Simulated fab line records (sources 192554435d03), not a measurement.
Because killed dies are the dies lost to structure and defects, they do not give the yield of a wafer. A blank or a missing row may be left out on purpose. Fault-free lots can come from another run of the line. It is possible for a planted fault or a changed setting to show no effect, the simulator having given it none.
Split-lot study -- flow n5_finfet -- route with 1938 steps; 7 lots, 39 wafers read

ON THE SPLIT
At N5_FIN_CUT_EXPOSE_05 (exposes mask FIN CUT), the setting dose_mj was moved away from the recipe's 45.75 on 9 of the 39 wafers read, by -4.9% to +2.9%. This setting was run at the recipe's value on the other wafers.

FROM THE SPLIT TO THE READING: what the file shows between them, 3 steps
- N5_FIN_CUT_PEB_06: peb time 60 s
- N5_FIN_CUT_DEVELOP_07: develop time 30 s
- N5_FIN_CUT_DESCUM_13: chemistry O2, time 7 s

THE READING
FIN_CUT.cd_offset_nm (the simulator's own value, which no gauge read), in nm, at N5_FIN_CUT_ETCH_30 (etches underlayer in N2/H2, target depth 13 nm, time 10.4 s). The file gives no usual value for it. Here, 30 wafers ran the recipe; their average is -0.0 nm with a standard deviation of 0.11 nm.

wafer,"tool, chamber at the split",dose_mj as run,against the recipe,"FIN_CUT.cd_offset_nm, nm",against lot-mates on the recipe
L077.1,"euv_scanner-01, 0",45.75,recipe,0,-
L077.2,"euv_scanner-01, 0",45.75,recipe,0,-
L077.3,"euv_scanner-01, 0",45.75,recipe,0,-
L077.6,"euv_scanner-01, 0",45.75,recipe,0,-
L077.4,"euv_scanner-01, 0",45.75,recipe,-0.2,-
L077.5,"euv_scanner-01, 0",45.75,recipe,-0.2,-
L083.1,"euv_scanner-02, 0",43.84,-4.2%,-0.8,-0.7
L083.2,"euv_scanner-02, 0",43.84,-4.2%,-0.8,-0.7
L083.3,"euv_scanner-02, 0",45.75,recipe,0,-
L083.4,"euv_scanner-02, 0",45.75,recipe,-0.2,-
L083.5,"euv_scanner-02, 0",45.75,recipe,-0.2,-
L083.6,"euv_scanner-02, 0",43.84,-4.2%,-0.6,-0.5
L085.1,"euv_scanner-02, 0",45.75,recipe,0,-
L085.2,"euv_scanner-02, 0",45.75,recipe,0,-
L085.3,"euv_scanner-02, 0",45.75,recipe,0,-
L085.4,"euv_scanner-02, 0",43.52,-4.9%,-0.8,-0.8
L085.5,"euv_scanner-02, 0",43.52,-4.9%,-0.8,-0.8
L085.6,"euv_scanner-02, 0",43.52,-4.9%,-0.8,-0.8
L089.1,"euv_scanner-02, 0",47.06,+2.9%,0.6,+0.6
L089.2,"euv_scanner-02, 0",47.06,+2.9%,0.4,+0.4
L089.6,"euv_scanner-02, 0",47.06,+2.9%,0.4,+0.4
L089.3,"euv_scanner-02, 0",45.75,recipe,0,-
L089.4,"euv_scanner-02, 0",45.75,recipe,0.2,-
L089.5,"euv_scanner-02, 0",45.75,recipe,-0.2,-
L091.1,"euv_scanner-02, 0",45.75,recipe,0,-
L091.3,"euv_scanner-02, 0",45.75,recipe,0,-
L091.4,"euv_scanner-02, 0",45.75,recipe,0,-
L091.5,"euv_scanner-02, 0",45.75,recipe,0,-
L091.6,"euv_scanner-02, 0",45.75,recipe,0,-
L091.2,"euv_scanner-02, 0",45.75,recipe,0.2,-
L093.1,"euv_scanner-02, 0",45.75,recipe,0,-
L093.2,"euv_scanner-02, 0",45.75,recipe,0,-
L093.3,"euv_scanner-02, 0",45.75,recipe,0,-
L093.5,"euv_scanner-02, 0",45.75,recipe,0,-
L093.6,"euv_scanner-02, 0",45.75,recipe,0,-
L093.4,"euv_scanner-02, 0",45.75,recipe,-0.2,-
L096.1,"euv_scanner-02, 0",45.75,recipe,0,-
L096.5,"euv_scanner-02, 0",45.75,recipe,-0.2,-
L096.6,"euv_scanner-02, 0",45.75,recipe,-0.2,-

FIT RESULTS
A straight line over all 39 wafers: FIN_CUT.cd_offset_nm changes by +0.164 nm for each +1% of dose_mj; r = +0.95; the points scatter about the line by 0.11 nm.
The same after taking each lot's own level away (the mean of its wafers on the recipe; 39 wafers): +0.157 nm for each +1%; r = +0.96; scatter 0.093 nm.
That fit puts the effect of the largest move of dose_mj on the reading at 0.77 nm.
Measured against the standard deviation above, the lots' own levels, which go from -0.13 to 0.03 nm, span 1.5 times it.
Consequently the slope shifts little with the lot-to-lot level, the two slopes agreeing.
Check: for one of the wafers moved furthest among these (-4.9%), held out of the fit, the line's prediction against its lot-mates is -0.755 nm. It came out at -0.8 nm against them.

THE OTHER SPLITS THESE WAFERS WENT THROUGH
Note: prior to the reading, these wafers also went through further splits. Each is held against what the fit with the lots' levels taken away leaves over:
other split on the same wafers,wafers away from the commonest value,r with FIN_CUT.cd_offset_nm (lot level and that fit taken away)
N5_WELL_APT_EXPOSE_22 dose_mj,15,-0.18

THE FILE'S OWN FIT
FIN_CUT.cd_offset_nm changes by +0.157 nm for each +1% of dose_mj, r = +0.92.
